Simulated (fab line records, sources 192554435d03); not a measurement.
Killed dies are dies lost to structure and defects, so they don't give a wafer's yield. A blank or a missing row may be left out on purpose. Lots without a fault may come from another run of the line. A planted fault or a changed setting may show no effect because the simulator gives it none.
Split-lot experiment | flow n5_finfet | 7 lots, 39 wafers read, on a route of 1938 steps

THE SPLIT
At N5_BEOL_M0_SAQP_PECVD_04 (deposits a-Si from SiH4/He, target thk 60 nm, time 60.2 s), the setting time_s was moved away from the recipe's 60.2 s on 9 of the 39 wafers read, by +21.2% to +33.9%. The other wafers ran this setting at the recipe's value.

FROM THE SPLIT TO THE READING: what the file shows between them, 5 steps
- N5_BEOL_M0_SAQP_THK_MEAS_05
- N5_BEOL_M0_SAQP_HM_DEP_111: deposits SiO2 from SiH4/N2O, target thk 12 nm, time 7.2 s
- N5_BEOL_M0_SAQP_COAT_81: time 60 s, resist thk 100 nm
- N5_BEOL_M0_SAQP_HM_OPEN_112: chemistry CHF3/O2, target SiO2, stops on a-Si, target depth 12 nm, time 13.5 s
- N5_BEOL_M0_SAQP_STRIP_113: strips in CHF3/O2

THE READING
oes_product_au, in a.u., at N5_BEOL_M0_SAQP_MANDREL_ETCH_20 (etches a-Si in HBr/Cl2, stops on SiNx, target depth 60 nm, bt time 10 s, time 30 s). Fault-free wafers of this fab line usually give 0.767 a.u., standard deviation 0.014 a.u..

wafer  | tool, chamber at the split | time_s as run, s | against the recipe | oes_product_au, a.u. | against lot-mates on the recipe
L076.1 | pecvd-02, 1,0              | 60.2             | recipe             | 0.755                | -
L076.2 | pecvd-02, 2                | 80.59            | +33.9%             | 0.934                | +0.171
L076.3 | pecvd-02, 1,0              | 60.2             | recipe             | 0.759                | -
L076.4 | pecvd-02, 1                | 80.59            | +33.9%             | 0.932                | +0.169
L076.5 | pecvd-02, 0                | 80.59            | +33.9%             | 0.906                | +0.143
L076.6 | pecvd-02, 2                | 60.2             | recipe             | 0.776                | -
L078.1 | pecvd-01, 2                | 60.2             | recipe             | 0.770                | -
L078.2 | pecvd-01, 0                | 60.2             | recipe             | 0.752                | -
L078.3 | pecvd-01, 1                | 60.2             | recipe             | 0.780                | -
L078.4 | pecvd-01, 0                | 60.2             | recipe             | 0.777                | -
L078.5 | pecvd-01, 2                | 60.2             | recipe             | 0.775                | -
L078.6 | pecvd-01, 1                | 60.2             | recipe             | 0.785                | -
L081.1 | pecvd-04, 0                | 78.08            | +29.7%             | 0.883                | +0.111
L081.2 | pecvd-04, 2                | 78.08            | +29.7%             | 0.908                | +0.136
L081.3 | pecvd-04, 1                | 60.2             | recipe             | 0.757                | -
L081.4 | pecvd-04, 1                | 60.2             | recipe             | 0.782                | -
L081.5 | pecvd-04, 2                | 78.08            | +29.7%             | 0.895                | +0.123
L081.6 | pecvd-04, 0                | 60.2             | recipe             | 0.777                | -
L084.1 | pecvd-01, 0,2              | 60.2             | recipe             | 0.768                | -
L084.2 | pecvd-01, 2                | 72.94            | +21.2%             | 0.875                | +0.105
L084.3 | pecvd-01, 1                | 72.94            | +21.2%             | 0.838                | +0.068
L084.4 | pecvd-01, 1                | 72.94            | +21.2%             | 0.862                | +0.092
L084.5 | pecvd-01, 0                | 60.2             | recipe             | 0.790                | -
L084.6 | pecvd-01, 0,2              | 60.2             | recipe             | 0.752                | -
L089.1 | pecvd-02, 1                | 60.2             | recipe             | 0.755                | -
L089.2 | pecvd-02, 0                | 60.2             | recipe             | 0.744                | -
L089.3 | pecvd-02, 2                | 60.2             | recipe             | 0.771                | -
L089.4 | pecvd-02, 1                | 60.2             | recipe             | 0.789                | -
L089.5 | pecvd-02, 2                | 60.2             | recipe             | 0.784                | -
L089.6 | pecvd-02, 0                | 60.2             | recipe             | 0.780                | -
L091.1 | pecvd-04, 1                | 60.2             | recipe             | 0.771                | -
L091.2 | pecvd-04, 0                | 60.2             | recipe             | 0.749                | -
L091.3 | pecvd-04, 2                | 60.2             | recipe             | 0.756                | -
L091.4 | pecvd-04, 1                | 60.2             | recipe             | 0.745                | -
L091.5 | pecvd-04, 0                | 60.2             | recipe             | 0.762                | -
L091.6 | pecvd-04, 2                | 60.2             | recipe             | 0.767                | -
L092.1 | pecvd-01, 2,1              | 60.2             | recipe             | 0.737                | -
L092.2 | pecvd-01, 2,1              | 60.2             | recipe             | 0.765                | -
L092.6 | pecvd-01, 2                | 60.2             | recipe             | 0.742                | -
Where a row lists several chambers, the file gives one row for several wafers and doesn't say which wafer went through which chamber.

THE FIT
A straight line over all 39 wafers: oes_product_au changes by +0.00451 a.u. for each +1% of time_s; r = +0.97; the points scatter about the line by 0.015 a.u..
The same after taking each lot's own level away (the mean of its wafers on the recipe; 39 wafers): +0.00444 a.u. for each +1%; r = +0.97; scatter 0.013 a.u..
On that fit, the largest move of time_s shifts the reading by 0.15 a.u..
The lots' own levels span 0.7480 to 0.7732 a.u., that is 1.8 times the standard deviation above.
So the lot-to-lot level changes the slope little: the two slopes agree.
Check: with one of the wafers moved furthest among these (+33.9%) left out of the fit, the line predicts +0.146 a.u. for it against its lot-mates. It came out at +0.171 a.u. against them.

OTHER SPLITS ON THESE WAFERS
These wafers also went through other splits before the reading. Each is held against what the fit with the lots' levels taken away leaves over:
other split on the same wafers     | wafers away from the commonest value | r with oes_product_au (lot level and that fit taken away)
N5_FIN_SAQP_PECVD_06 time_s        | 12                                   | -0.01
N5_SPACER0_ALD_08 target_thk_a     | 9                                    | -0.14
N5_SD_EPI_P_ETCH_16 target_depth_a | 9                                    | -0.17

THE WHOLE CHAIN: every reading that the file lists as answering this split, in the file's order
step                            | what it does                                                                       | reading                                                                               | change (the file's fit)                   | r (the file's)
N5_BEOL_M0_SAQP_PECVD_04        | deposits a-Si from SiH4/He, target thk 60 nm, time 60.2 s                          | a-Si_of_BEOL_M0_SAQP_PECVD_04.thk_nm (the simulator's own value, which no gauge read) | +0.597 nm for each +1% of the setting     | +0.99
N5_BEOL_M0_SAQP_THK_MEAS_05     |                                                                                    | thk_nm                                                                                | withheld for each +1% of the setting      | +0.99
N5_BEOL_M0_SAQP_MANDREL_ETCH_20 | etches a-Si in HBr/Cl2, stops on SiNx, target depth 60 nm, bt time 10 s, time 30 s | oes_product_au                                                                        | +0.00443 a.u. for each +1% of the setting | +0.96
N5_BEOL_M0_SAQP_MANDREL_ETCH_20 | etches a-Si in HBr/Cl2, stops on SiNx, target depth 60 nm, bt time 10 s, time 30 s | etch.depth_nm (the simulator's own value, which no gauge read)                        | +0.597 nm for each +1% of the setting     | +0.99

THE FILE'S OWN FIT
oes_product_au changes by +0.00443 a.u. for each +1% of time_s, r = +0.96.
